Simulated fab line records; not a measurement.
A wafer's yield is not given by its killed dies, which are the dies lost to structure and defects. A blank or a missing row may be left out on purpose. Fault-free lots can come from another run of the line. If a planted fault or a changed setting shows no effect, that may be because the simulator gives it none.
Chamber matching ; flow nand_harc ; NHARC_A_STAIRCASE_DEP_325 on pecvd-02 has 3 sister chambers
The step deposits SiO2, target thk 3800 nm. 3 wafers are shown with their chamber, then 7 later ones without.

WAFERS WITH THEIR CHAMBER
wafer;chamber;heater_power_w (W)
L171.4;2;568
L169.1;1;771
L169.5;0;541

WAFERS WITHOUT THEIR CHAMBER
wafer;heater_power_w (W)
L169.6;723
L174.1;633
L174.3;590
L174.6;549
L178.4;550
L178.5;580
L178.6;716

WHICH CHAMBER EACH ONE RAN IN
wafer;from the rows above;in truth
L169.6;1;1
L174.1;can't be placed: 2 or 0 or 1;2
L174.3;can't be placed: 2 or 0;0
L174.6;can't be placed: 0 or 2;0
L178.4;can't be placed: 0 or 2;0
L178.5;can't be placed: 2 or 0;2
L178.6;1;1
Correct placement for 2 of the 7. From these rows, 5 cannot be placed; in 5 the true chamber is one of the candidates. Placed wrongly: 0.
How it was worked out, from the rows above alone: a wafer's distance from a chamber is the root of the sum, over the readings, of the square of ((its reading less the chamber's mean) divided by the reading's scatter). If the next closest chamber is less than 2 further off than the closest, the wafer can't be placed; otherwise it belongs to the closest. Each chamber's mean is taken over the wafers shown for it. The scatter (one wafer shown for each chamber): square how far every hidden wafer sits from the nearest shown wafer, average those squares and take the square root.
